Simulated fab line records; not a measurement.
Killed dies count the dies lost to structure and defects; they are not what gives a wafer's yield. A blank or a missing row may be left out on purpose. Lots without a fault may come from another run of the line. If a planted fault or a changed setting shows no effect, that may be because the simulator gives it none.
fab line records    flow nand-harc
record lots=13  wafers=39  last-day=32
route steps=1302 shown A_SLIT@923 A_BONDPAD@1202 THIN_TSV@1259 END@1302
lots that met no fault: taken from a fault-free run of the same line
start-h: hours from the record's opening day to when the first of the lot's shown wafers began    wait-h: hours since the lot's step before    " as in the row above    L1.1+2: a row that stands for several wafers    - either no value or no given start    * or withheld: withheld    < > ~ a bound
route shown NAME@n: NAME is a module with steps in the file, n the number in the route of the first one    usual: the fault-free wafers' mean and standard deviation    same: alike in all rows    chamber/n: place in a boat    sites: per-site readings    _std_site: how widely they spread, as a standard deviation    _edge_site: the outer-site mean with the inner-site mean subtracted    radius-mm: for every site, how far away it sits from the centre of the wafer    mask NAME#n: copy n    behind: the last tool/chamber to shape the wafer    hold: reason for holding the lot/hours on hold/outcome of the hold    device: whichever transistor did not switch (one of n, p or np)    end of line: at the end of the route, the tests of the same wafers    where a step has no rows: the recipe by itself    killed: dies that structure and defects cost at the first sort, which is not the same as the wafer's yield    map: a wafer's dies, x killed, . not, _ none there
set.NAME: setting as actually run; set.NAME@STEP: the setting as run at that earlier step    model.NAME: the simulator's own value behind a step, which no gauge read
steps of the route over a sample of lots; a table a step, a row a wafer
services: the hour from which a tool's chamber was out of use, counted from the record's first day as start-h (under 0 if before that day), plus the number of hours and why
## steps
# step NHARC_A_SLIT_DEP_00
# recipe target-thk-a=62000  temp-c=400  material=aC
# usual throttle-valve-pct=35.002/0.0096
lot.wafer  tool        chamber  start-h  wait-h  throttle-valve-pct
L905.3     acl-dep-01  0        449.77   -       35.017
L905.5     "           0        451.02   -       35.015
L905.6     "           0        "        "       35.001
L906.3     acl-dep-03  0        470.40   -       34.994
L906.5     "           0        471.67   -       35.005
L906.6     "           0        "        "       34.995
L907.2     acl-dep-02  0        484.11   -       34.997
L907.3     "           0        "        "       34.987
L907.5     "           0        485.97   -       35.004
L908.4     acl-dep-01  0        490.44   -       35.001
L908.5     "           0        "        "       34.997
L908.6     "           0        "        "       35.018
L910.1     acl-dep-01  0        506.28   -       34.997
L910.3     "           0        507.53   -       35.006
L910.5     "           0        508.77   -       35.001
L909.1     acl-dep-03  0        506.69   -       34.987
L909.2     "           0        "        "       34.998
L909.4     "           0        508.60   -       34.999
L911.1     acl-dep-01  0        520.17   -       35.003
L911.2     "           0        "        "       34.994
L911.3     "           0        "        "       35.001
L916.2     acl-dep-01  0        551.19   -       35.010
L916.5     "           0        553.08   -       34.995
L916.6     "           0        "        "       35.006
L919.2     acl-dep-03  0        593.69   -       35.002
L919.3     "           0        "        "       35.010
L919.6     "           0        596.22   -       35.004
L918.3     acl-dep-02  0        594.42   -       34.992
L918.4     "           0        "        "       34.995
L918.6     "           0        596.31   -       35.000
L920.1     acl-dep-02  0        600.71   -       35.013
L920.2     "           0        "        "       35.008
L920.3     "           0        "        "       34.996
L922.1     acl-dep-03  0        619.14   -       35.002
L922.2     "           0        "        "       35.003
L922.5     "           0        621.64   -       34.995
L926.1     acl-dep-03  0        661.35   -       35.006
L926.3     "           0        662.61   -       34.986
L926.4     "           0        "        "       34.993
# step NHARC_A_BONDPAD_DEP_00
# recipe target-thk-a=2500  temp-c=370  target-thk-nm=250  pressure-torr=3  flow-sccm=200  rf-w=450  material=SiCN
# usual heater-power-w=562/84
lot.wafer  tool      chamber  start-h  wait-h  heater-power-w
L905.3     pecvd-04  2        537.50   -       585
L905.6     "         2        "        "       605
L905.5     "         0        "        "       774
L906.3     pecvd-01  1        559.96   -       453
L906.6     "         0        "        "       618
L906.5     "         2        "        "       460
L907.2     pecvd-01  2        568.64   -       502
L907.3     "         1        "        "       452
L907.5     "         1        "        "       469
L908.4     pecvd-04  2        576.70   -       530
L908.6     "         0        "        "       626
L908.5     "         2        "        "       561
L910.1     pecvd-01  2        589.53   -       529
L910.3     "         1        "        "       525
L910.5     "         0        "        "       534
L909.2     pecvd-01  0        592.49   -       614
L909.1     "         1        "        "       503
L909.4     "         2        "        "       544
L911.2     pecvd-04  0        601.92   -       736
L911.3     "         1        "        "       560
L911.1     "         2        "        "       497
L919.2     pecvd-04  0        672.18   -       657
L919.3     "         1        "        "       515
L919.6     "         0        "        "       678
L918.3     pecvd-04  1        684.14   -       511
L918.6     "         1        "        "       517
L918.4     "         2        "        "       629
L920.2     pecvd-01  0        686.05   -       655
L920.3     "         1        "        "       563
L920.1     "         2        "        "       546
L922.2     pecvd-01  2        703.39   -       556
L922.1     "         0        "        "       571
L922.5     "         1        "        "       472
L926.1     pecvd-02  0        744.36   -       542
L926.3     "         1        "        "       534
L926.4     "         0        "        "       552
# step NHARC_A_BONDPAD_DESCUM_11
# recipe time-s=3  o2-flow-sccm=200  ar-flow-sccm=0  bias-power-w=0  chemistry=O2
# usual drypump-motor-current-A=5.5/0.5  oes-product-au=0.998/0.01  rf-vpp-V=57.6/0.91  showerhead-plenum-p-Torr=1.90/0.068  throttle-valve-pct=11.312/0.0094
lot.wafer  tool         chamber  start-h  wait-h  drypump-motor-current-A  oes-product-au  rf-hours-counter-h  rf-vpp-V  showerhead-plenum-p-Torr  throttle-valve-pct
L905.3     rie-diel-07  0        538.94   -       4.7                      1.001           7                   58.0      1.91                      11.312
L905.6     "            3        "        "       6.0                      1.014           -                   58.5      1.97                      11.328
L905.5     "            0        "        "       4.7                      0.999           -                   56.9      1.91                      11.311
L906.3     rie-diel-06  0        561.37   -       5.3                      0.989           2                   59.2      1.97                      11.328
L906.5     "            2        "        "       5.7                      0.986           -                   57.8      1.82                      11.313
L906.6     "            3        "        "       6.1                      0.998           -                   57.7      1.92                      11.326
L907.3     rie-diel-06  2        569.95   -       5.7                      0.991           2                   57.0      1.82                      11.320
L907.2     "            1        "        "       4.7                      1.013           2                   58.4      1.81                      11.305
L907.5     "            2        "        "       5.7                      1.005           -                   56.5      1.82                      11.319
L908.4     rie-diel-06  2        578.06   -       5.7                      0.988           3                   56.2      1.82                      11.308
L908.6     "            2        "        "       5.7                      0.989           -                   57.0      1.82                      11.316
L908.5     "            3        "        "       6.1                      1.001           -                   58.1      1.92                      11.320
L910.1     rie-diel-07  3        590.85   -       6.0                      0.998           21                  58.3      1.97                      11.306
L910.3     "            2        "        "       5.6                      0.991           15                  57.2      1.90                      11.311
L910.5     "            2        "        "       5.5                      1.002           -                   57.0      1.90                      11.307
L909.1     rie-diel-06  3        593.88   -       6.1                      0.993           3                   58.5      1.92                      11.314
L909.2     "            1        "        "       4.7                      1.004           2                   57.3      1.81                      11.311
L909.4     "            2        "        "       5.7                      0.985           3                   57.5      1.82                      11.300
L911.1     rie-diel-06  2        603.38   -       5.7                      1.006           4                   57.4      1.82                      11.311
L911.3     "            0        "        "       5.3                      0.983           3                   57.1      1.97                      11.313
L911.2     "            1        "        "       4.7                      0.999           3                   57.4      1.81                      11.324
L919.3     rie-diel-07  2        673.62   -       5.5                      1.001           1                   58.3      1.89                      11.315
L919.2     "            3        "        "       6.0                      0.987           1                   58.1      1.96                      11.331
L919.6     "            1        "        "       5.7                      0.987           -                   57.1      2.03                      11.299
L918.3     rie-diel-06  3        685.48   -       6.1                      0.986           0                   58.5      1.92                      11.304
L918.4     "            2        "        "       5.7                      0.971           0                   55.8      1.82                      11.310
L918.6     "            3        "        "       6.1                      0.993           -                   58.8      1.92                      11.332
L920.1     rie-diel-06  1        687.37   -       4.8                      1.007           1                   56.2      1.81                      11.305
L920.3     "            2        "        "       5.7                      0.985           1                   57.1      1.82                      11.331
L920.2     "            3        "        "       6.1                      0.996           1                   58.5      1.92                      11.317
L922.2     rie-diel-06  0        704.80   -       5.4                      0.985           1                   58.3      1.97                      11.297
L922.1     "            2        "        "       5.7                      0.983           1                   57.9      1.82                      11.306
L922.5     "            3        "        "       6.1                      0.995           -                   58.4      1.92                      11.309
L926.4     rie-diel-07  1        745.63   -       5.8                      1.001           14                  58.0      2.03                      11.293
L926.3     "            2        "        "       5.5                      1.003           14                  57.9      1.89                      11.306
L926.1     "            3        "        "       6.0                      0.999           14                  56.7      1.96                      11.319
# step NHARC_THIN_TSV_CD_MEAS_12
# recipe target-cd-nm=1000  landing-energy-ev=500
# usual cd-nm=998.9/2.1
lot.wafer  tool       chamber  start-h  wait-h  cd-nm
L905.3     cd-sem-02  0        554.00   -       1004.3
L905.5     "          0        "        "       1000.4
L905.6     "          0        "        "       997.0
L906.3     cd-sem-02  0        574.96   -       996.7
L906.5     "          0        "        "       996.8
L906.6     "          0        "        "       997.3
L907.2     cd-sem-03  0        585.15   -       998.2
L907.3     "          0        "        "       998.8
L907.5     "          0        "        "       1000.0
L908.4     cd-sem-03  0        593.04   -       1001.2
L908.5     "          0        "        "       998.9
L908.6     "          0        "        "       1001.7
L909.1     cd-sem-02  0        608.88   -       996.6
L909.2     "          0        "        "       994.5
L909.4     "          0        "        "       998.0
L910.1     cd-sem-02  0        610.05   -       997.7
L910.3     "          0        "        "       1003.7
L910.5     "          0        "        "       1001.1
L911.1     cd-sem-02  0        620.68   -       999.5
L911.2     "          0        "        "       1000.0
L911.3     "          0        "        "       1003.3
L919.2     cd-sem-02  0        688.42   -       998.8
L919.3     "          0        "        "       998.8
L919.6     "          0        "        "       995.0
L920.1     cd-sem-03  0        700.45   -       999.4
L920.2     "          0        "        "       998.9
L920.3     "          0        "        "       997.1
L918.3     cd-sem-01  0        701.52   -       996.2
L918.4     "          0        "        "       998.4
L918.6     "          0        "        "       1000.3
L922.1     cd-sem-03  0        721.20   -       998.3
L922.2     "          0        "        "       1002.0
L922.5     "          0        "        "       996.8
L926.1     cd-sem-02  0        760.71   -       999.8
L926.3     "          0        "        "       998.9
L926.4     "          0        "        "       996.4
# step NHARC_END_SORT_01
# recipe temp-c=25
# usual killed-at-array=55/19  killed-at-other=0.9/1.4  killed-at-periphery=3.8/2.9  killed-dies=60/19  killed-open=3.3/1.8  killed-short=2.6/1.6
# same gross-dies=677
lot.wafer  tool       chamber  start-h  wait-h  killed-at-array  killed-at-other  killed-at-periphery  killed-dies  killed-open  killed-short
L916.2     prober-02  0        668.71   2.8     622              0                10                   632          3            4
L916.5     prober-02  0        671.09   3.7     629              0                9                    638          2            5
L916.6     prober-02  0        671.88   4.0     632              1                6                    639          5            2
# killed by level:class
L916.2 A_SLIT:area-dep=582 A_CHANNEL_HOLE_D2:chamber-film-flake=12 A_SLIT:chamber-film-flake=6 P_BONDPAD:chamber-film-flake=5 A_CHANNEL_HOLE_D1:chamber-film-flake=5 A_CONTACT:chamber-film-flake=5 A_ONON_D1:geometric-particle:short=2 P_ZERO_WELL:chamber-film-flake=2
L916.5 A_SLIT:area-dep=596 A_CHANNEL_HOLE_D2:chamber-film-flake=14 P_GATE:chamber-film-flake=5 A_CHANNEL_HOLE_D1:chamber-film-flake=4 A_STAIRCASE:chamber-film-flake=3 A_CONTACT:chamber-film-flake=3 A_CHANNEL_FILL_D1:geometric-particle:short=2 P_M2:chamber-film-flake=2
L916.6 A_SLIT:area-dep=599 A_CHANNEL_HOLE_D2:chamber-film-flake=13 P_BONDPAD:chamber-film-flake=5 A_CHANNEL_HOLE_D1:chamber-film-flake=5 A_CONTACT:chamber-film-flake=4 A_SLIT:chamber-film-flake=3 P_M0:geometric-particle:open=1 A_ONON_D1:geometric-particle:open=1
## services
tool         chamber  start-h  hours  kind
rie-diel-07  -        426.36   0.1    repair
pecvd-04     -        450.00   13.0   pm
rie-diel-07  -        472.20   9.0    pm
pecvd-04     0        482.87   4.0    repair
acl-dep-03   -        483.64   13.0   pm
rie-diel-06  -        484.20   9.0    pm
pecvd-01     -        490.88   1.1    repair
pecvd-01     -        492.00   13.0   pm
rie-diel-07  2        507.03   8.5    repair
rie-diel-07  0        527.07   10.1   repair
rie-diel-06  1        528.07   10.5   repair
acl-dep-01   -        554.33   13.0   pm
pecvd-04     1        574.37   3.9    repair
pecvd-04     -        631.00   13.0   pm
rie-diel-06  1        638.72   2.1    repair
rie-diel-06  -        661.20   9.0    pm
acl-dep-03   -        665.16   13.0   pm
pecvd-01     -        673.00   13.0   pm
pecvd-04     -        691.69   0.8    repair
pecvd-04     2        694.06   17.0   repair
pecvd-04     -        697.92   3.4    repair
pecvd-01     0        706.64   4.5    repair
pecvd-01     1        723.60   6.7    repair
acl-dep-01   -        736.29   13.0   pm
## key
first-sign step=NHARC_END_SORT_01  reading=killed-dies  direction=up  sigmas=31  usual=60  struck=636
effect step=NHARC_END_SORT_01  reading=killed-at-array  direction=up  sigmas=30  usual=55  struck=628
more-kills-born-at NHARC_A_SLIT_DEP_00@acl-dep-01=1777
met-at NHARC_A_SLIT_DEP_00
struck-lots L916
later-rows-left-out L916.2,L916.5,L916.6
tester-left-out L916
not-acting-at NHARC_A_BONDPAD_DEP_00,NHARC_A_BONDPAD_DESCUM_11,NHARC_THIN_TSV_CD_MEAS_12
onset-between 520.17 551.19
fault kind=process-parameter-drift  tool=acl-dep-01  chamber=-  onset-h=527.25  steps=NHARC_A_SLIT_DEP_00  channel=target-thk-a  offset=*  shape=step  acts-in=*  stated=*
# tester-left-out: of these lots the tester's yield and bins aren't shown, on N5 and GAA mostly nor the transistor test; their killed dies are dies lost to structure and defects alone, not to doping, threshold or leakage, so they don't give the yield
# later-rows-left-out: the simulator's readings of these wafers behind a module that went badly wrong aren't trusted and aren't shown, but for the sort
